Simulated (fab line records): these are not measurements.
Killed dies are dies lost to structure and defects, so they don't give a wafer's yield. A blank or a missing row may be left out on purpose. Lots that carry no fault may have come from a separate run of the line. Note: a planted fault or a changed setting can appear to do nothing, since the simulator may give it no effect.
fab line records	flow nandHarc
[record] lots = 6	wafers = 18	lastDay = 32
route steps=1302 shown A_ONON_D2@554 END@1302
lots with no fault: from the same line, run without faults
startH: hours from the record's opening day to when the first of the lot's shown wafers began	waitH: hours elapsed since this lot's preceding step	" as in the row above	L1.1+2: one row covering several wafers at once	- no value, or no start given	* or withheld: withheld	< > ~ a bound
route shown NAME@n: names a module that has steps shown in the file, with the first one's number in the route	usual: mean/standard deviation taken from wafers without a fault	same: alike in all rows	chamber/n: place in a boat	sites: each site's reading	_std_site: standard deviation across them	_edge_site: the outer-site mean with the inner-site mean subtracted	radiusMm: for every site, how far away it sits from the centre of the wafer	mask NAME#n: copy n	behind: the tool/chamber that last shaped the wafer	hold: what put the lot on hold/how long, in hours/how the hold closed	device: names the non-switching transistor (n, p or np)	end of line: the tests these same wafers got at the end of their route	step lacking rows: just its recipe	killed: dies lost to structure and defects at the first sort, not the wafer's yield	map: a wafer's dies, marking killed ones x, the rest . and places with no die _
set.NAME: the setting that was run; set.NAME@STEP: the one run at that earlier step	model.NAME: the simulator's own value behind a step, which no gauge read
lots seen at some steps along the route; tables by step, rows by wafer
services: from which hour (startH, from the record's first day; less than 0 if before it) a tool's chamber was out of use, for how many hours, and why
[[steps]]
[step NHARC_A_ONON_D2_THK_MEAS_14]
[recipe] thkMeasGauge = ellipsometry
[usual] thkNm = 1004/9.4
lot.wafer	tool	chamber	startH	waitH	thkNm
L288.3	filmMetro-01	-	322.03	-	996
L288.4	"	-	"	"	996
L288.5	"	-	"	"	996
L289.2	filmMetro-01	-	335.75	-	1018
L289.3	"	-	"	"	1018
L289.6	"	-	"	"	1016
L299.1	filmMetro-01	-	452.58	-	990
L299.2	"	-	"	"	990
L299.6	"	-	"	"	990
L302.3	filmMetro-02	-	470.15	-	1007
L302.4	"	-	"	"	1009
L302.5	"	-	"	"	1007
L303.1	filmMetro-01	-	478.03	-	999
L303.4	"	-	"	"	999
L303.5	"	-	"	"	1001
L304.1	filmMetro-01	-	483.56	-	1002
L304.5	"	-	"	"	1000
L304.6	"	-	"	"	1000
[step NHARC_A_ONON_D2_ANNEAL_15]
[recipe] tempC = 750	timeS = 3600
[step NHARC_A_ONON_D2_DEP_16]
[recipe] targetThkA = 10000	n2FlowSccm = 2750	n2oFlowSccm = 2000	nh3FlowSccm = 500	sih4FlowSccm = 210	tempC = 400
[step NHARC_A_ONON_D2_THK_MEAS_18]
[recipe] thkMeasGauge = ellipsometry
[usual] thkNm = 1002/8.5
lot.wafer	tool	chamber	startH	waitH	thkNm
L288.3	filmMetro-01	-	328.14	-	996
L288.4	"	-	"	"	997
L288.5	"	-	"	"	997
L289.2	filmMetro-01	-	343.53	-	1006
L289.3	"	-	"	"	1006
L289.6	"	-	"	"	1005
L299.1	filmMetro-02	-	460.38	-	988
L299.2	"	-	"	"	989
L299.6	"	-	"	"	989
L302.3	filmMetro-02	-	477.89	-	1004
L302.4	"	-	"	"	1002
L302.5	"	-	"	"	1003
L303.1	filmMetro-01	-	486.77	-	1002
L303.4	"	-	"	"	1004
L303.5	"	-	"	"	1000
L304.1	filmMetro-02	-	494.52	-	998
L304.5	"	-	"	"	997
L304.6	"	-	"	"	997
[step NHARC_A_ONON_D2_DEP_19]
[recipe] targetThkA = 10000	n2FlowSccm = 2750	n2oFlowSccm = 2000	nh3FlowSccm = 500	sih4FlowSccm = 210	tempC = 400
[step NHARC_A_ONON_D2_THK_MEAS_21]
[recipe] thkMeasGauge = ellipsometry
[usual] thkNm = 999/10
lot.wafer	tool	chamber	startH	waitH	thkNm
L288.3	filmMetro-01	-	328.71	-	992
L288.4	"	-	"	"	990
L288.5	"	-	"	"	992
L289.2	filmMetro-01	-	344.10	-	1001
L289.3	"	-	"	"	1002
L289.6	"	-	"	"	999
L299.1	filmMetro-02	-	460.95	-	991
L299.2	"	-	"	"	992
L299.6	"	-	"	"	990
L302.3	filmMetro-02	-	478.46	-	1001
L302.4	"	-	"	"	1001
L302.5	"	-	"	"	1001
L303.1	filmMetro-02	-	487.34	-	1004
L303.4	"	-	"	"	1004
L303.5	"	-	"	"	1006
L304.1	filmMetro-02	-	495.08	-	1029
L304.5	"	-	"	"	1031
L304.6	"	-	"	"	1031
[step NHARC_A_ONON_D2_DEP_22]
[recipe] targetThkA = 10000	n2FlowSccm = 2750	n2oFlowSccm = 2000	nh3FlowSccm = 500	sih4FlowSccm = 210	tempC = 400
[step NHARC_A_ONON_D2_THK_MEAS_24]
[recipe] thkMeasGauge = ellipsometry
[usual] thkNm = 1000/11
lot.wafer	tool	chamber	startH	waitH	thkNm
L288.3	filmMetro-02	-	329.27	-	1004
L288.4	"	-	"	"	1002
L288.5	"	-	"	"	1005
L289.2	filmMetro-01	-	344.67	-	986
L289.3	"	-	"	"	987
L289.6	"	-	"	"	986
L299.1	filmMetro-02	-	461.51	-	995
L299.2	"	-	"	"	995
L299.6	"	-	"	"	996
L302.3	filmMetro-01	-	479.02	-	1016
L302.4	"	-	"	"	1014
L302.5	"	-	"	"	1015
L303.1	filmMetro-02	-	487.90	-	988
L303.4	"	-	"	"	991
L303.5	"	-	"	"	989
L304.1	filmMetro-02	-	495.64	-	1010
L304.5	"	-	"	"	1012
L304.6	"	-	"	"	1009
[step NHARC_A_ONON_D2_DEP_25]
[recipe] targetThkA = 10000	n2FlowSccm = 2750	n2oFlowSccm = 2000	nh3FlowSccm = 500	sih4FlowSccm = 210	tempC = 400
[step NHARC_A_ONON_D2_THK_MEAS_27]
[recipe] thkMeasGauge = ellipsometry
[usual] thkNm = 1001/9.5
lot.wafer	tool	chamber	startH	waitH	thkNm
L288.3	filmMetro-01	-	329.84	-	1004
L288.4	"	-	"	"	1002
L288.5	"	-	"	"	1002
L289.2	filmMetro-01	-	345.24	-	996
L289.3	"	-	"	"	993
L289.6	"	-	"	"	994
L299.1	filmMetro-02	-	462.08	-	1015
L299.2	"	-	"	"	1015
L299.6	"	-	"	"	1014
L302.3	filmMetro-02	-	479.59	-	1005
L302.4	"	-	"	"	1005
L302.5	"	-	"	"	1005
L303.1	filmMetro-01	-	488.47	-	991
L303.4	"	-	"	"	990
L303.5	"	-	"	"	990
L304.1	filmMetro-02	-	496.21	-	991
L304.5	"	-	"	"	993
L304.6	"	-	"	"	989
[step NHARC_A_ONON_D2_DEP_28]
[recipe] targetThkA = 10000	n2FlowSccm = 2750	n2oFlowSccm = 2000	nh3FlowSccm = 500	sih4FlowSccm = 210	tempC = 400
[step NHARC_A_ONON_D2_THK_MEAS_30]
[recipe] thkMeasGauge = ellipsometry
[usual] thkNm = 998/8.3
lot.wafer	tool	chamber	startH	waitH	thkNm
L288.3	filmMetro-01	-	330.41	-	998
L288.4	"	-	"	"	998
L288.5	"	-	"	"	998
L289.2	filmMetro-02	-	345.80	-	1013
L289.3	"	-	"	"	1012
L289.6	"	-	"	"	1015
L299.1	filmMetro-02	-	462.65	-	1004
L299.2	"	-	"	"	1001
L299.6	"	-	"	"	1004
L302.3	filmMetro-01	-	480.16	-	988
L302.4	"	-	"	"	988
L302.5	"	-	"	"	989
L303.1	filmMetro-01	-	489.03	-	995
L303.4	"	-	"	"	995
L303.5	"	-	"	"	996
L304.1	filmMetro-01	-	496.78	-	976
L304.5	"	-	"	"	974
L304.6	"	-	"	"	975
[step NHARC_A_ONON_D2_DEP_33]
[recipe] targetThkA = 2000	tempC = 400	pressureTorr = 6.5	rfW = 900	teosFlowSccm = 161.4	flowSccm = 2650	targetThkNm = 200	gas = O2	material = SiO2
[usual] chamberPressureTorr = 6.499/0.016	heaterPowerW = 558/96	rfFwdPowerW = 898.0/2.9	throttleValvePct = 15.9/0.53
lot.wafer	tool	chamber	startH	waitH	chamberPressureTorr	heaterPowerW	rfFwdPowerW	throttleValvePct
L288.3	pecvd-03	2	330.77	0.4	6.519	553	901.7	16.1
L288.4	"	1	"	"	6.503	615	899.4	17.0
L288.5	"	2	"	"	6.524	543	901.9	16.4
L289.2	pecvd-01	0	345.90	0.1	6.498	657	901.5	15.5
L289.3	"	1	"	"	6.524	718	899.9	15.4
L289.6	"	1	"	"	6.509	727	901.7	15.2
L299.2	pecvd-03	0	462.70	0.1	6.475	535	1005.0	16.2
L299.1	"	2	"	"	6.515	406	1007.9	17.0
L299.6	"	0	"	"	6.485	542	1004.6	15.9
L302.3	pecvd-03	0	480.26	0.1	6.495	468	1000.6	15.9
L302.4	"	2	"	"	6.507	492	1000.7	16.7
L302.5	"	1	"	"	6.495	515	1009.1	16.9
L303.1	pecvd-01	1	489.17	0.1	6.500	702	895.8	15.6
L303.5	"	2	"	"	6.489	462	897.6	16.0
L303.4	"	0	"	"	6.503	626	902.3	16.1
L304.1	pecvd-02	2	497.07	0.3	6.484	468	901.5	15.1
L304.6	"	2	"	"	6.501	470	896.0	15.1
L304.5	"	1	"	"	6.501	665	895.7	15.9
[step NHARC_A_ONON_D2_THK_MEAS_34]
[recipe] thkMeasGauge = ellipsometry
[usual] thkNm = 200.4/2.9
lot.wafer	tool	chamber	startH	waitH	thkNm
L288.3	filmMetro-01	-	331.09	-	201.2
L288.4	"	-	"	"	204.6
L288.5	"	-	"	"	201.2
L289.2	filmMetro-02	-	346.27	-	201.2
L289.3	"	-	"	"	200.1
L289.6	"	-	"	"	204.9
L299.1	filmMetro-01	-	463.12	-	208.6
L299.2	"	-	"	"	204.9
L299.6	"	-	"	"	207.2
L302.3	filmMetro-01	-	480.63	-	203.1
L302.4	"	-	"	"	210.7
L302.5	"	-	"	"	209.7
L303.1	filmMetro-02	-	489.50	-	197.4
L303.4	"	-	"	"	203.1
L303.5	"	-	"	"	201.9
L304.1	filmMetro-02	-	497.63	0.5	196.2
L304.5	"	-	"	"	196.9
L304.6	"	-	"	"	200.5
[step NHARC_END_SORT_01]
[recipe] tempC = 25
[usual] killedAtArray = 53/18	killedAtOther = 0.9/1.3	killedAtPeriphery = 4/3.1	killedDies = 58/18	killedOpen = 3.4/2	killedShort = 2.5/1.8
[same] grossDies = 677
lot.wafer	tool	chamber	startH	waitH	killedAtArray	killedAtOther	killedAtPeriphery	killedDies	killedOpen	killedShort
L299.1	prober-01	0	737.45	2.5	84	0	8	92	6	6
L299.2	prober-01	0	738.24	2.8	70	0	4	74	8	1
L299.6	prober-01	0	741.41	4.0	64	2	2	68	5	5
// killed by level:class
L299.1 A_CHANNEL_HOLE_D1:chamberFilmFlake=34 A_CHANNEL_HOLE_D2:chamberFilmFlake=25 A_STAIRCASE:chamberFilmFlake=6 A_CONTACT:chamberFilmFlake=4 P_GATE:chamberFilmFlake=3 P_CONTACT:geometricParticle:open=2 A_CHANNEL_HOLE_D1:geometricParticle:open=2 A_DECK1_JOINT:chamberFilmFlake=2
L299.2 A_CHANNEL_HOLE_D2:chamberFilmFlake=31 A_CHANNEL_HOLE_D1:chamberFilmFlake=22 A_STAIRCASE:chamberFilmFlake=3 A_CONTACT:chamberFilmFlake=2 A_SLIT:chamberFilmFlake=2 P_CONTACT:geometricParticle:open=1 P_M0:geometricParticle:open=1 A_CHANNEL_HOLE_D1:geometricParticle:open=1
L299.6 A_CHANNEL_HOLE_D1:chamberFilmFlake=20 A_CHANNEL_HOLE_D2:chamberFilmFlake=20 A_SLIT:chamberFilmFlake=7 A_CONTACT:chamberFilmFlake=3 A_CHANNEL_HOLE_D1:geometricParticle:short=2 A_SGD_CUT:geometricParticle:open=2 A_STAIRCASE:chamberFilmFlake=2 A_M0:chamberFilmFlake=2
[[services]]
tool	chamber	startH	hours	kind
pecvd-01	-	311.15	13.0	pm
pecvd-01	0	311.15	13.0	ventCycle
pecvd-01	1	311.15	13.0	ventCycle
pecvd-01	2	311.15	13.0	ventCycle
pecvd-01	0	324.15	-	clean
pecvd-01	1	324.15	-	clean
pecvd-01	2	324.15	-	clean
pecvd-01	-	329.37	1.4	repair
pecvd-03	-	366.40	13.0	pm
pecvd-03	0	366.40	13.0	ventCycle
pecvd-03	1	366.40	13.0	ventCycle
pecvd-03	2	366.40	13.0	ventCycle
pecvd-01	0	379.19	1.7	repair
pecvd-03	0	379.40	-	clean
pecvd-03	1	379.40	-	clean
pecvd-03	2	379.40	-	clean
pecvd-03	-	386.68	2.7	repair
pecvd-02	-	408.31	13.0	pm
pecvd-03	2	412.67	6.5	repair
pecvd-03	-	431.22	1.8	repair
pecvd-03	0	459.94	-	calibration
pecvd-02	0	491.84	22.6	repair
pecvd-01	-	492.15	13.0	pm
pecvd-01	0	492.15	13.0	ventCycle
[[key]]
[firstSign] step = NHARC_A_ONON_D2_DEP_33	reading = rfFwdPowerW	direction = up	sigmas = 36	usual = *	struck = *
[effect] step = NHARC_A_ONON_D2_THK_MEAS_34	reading = thkNm	direction = up	sigmas = 2.4	usual = 200.4	struck = 207.4
metAt NHARC_A_ONON_D2_DEP_33
struckWafers L299.1,L299.2,L299.6,L302.3,L302.4,L302.5
testerLeftOut L299,L302
onsetBetween 330.77 462.70
[fault] kind = processParameterDrift	tool = pecvd-03	chamber = -	onsetH = 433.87	steps = NHARC_A_ONON_D2_DEP_33	channel = rfW	offset = *	shape = step	endH = 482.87	actsIn = *	stated = *
// testerLeftOut: of these lots the tester's yield and bins aren't shown, on N5 and GAA mostly nor the transistor test; their killed dies are dies lost to structure and defects alone, not to doping, threshold or leakage, so they don't give the yield
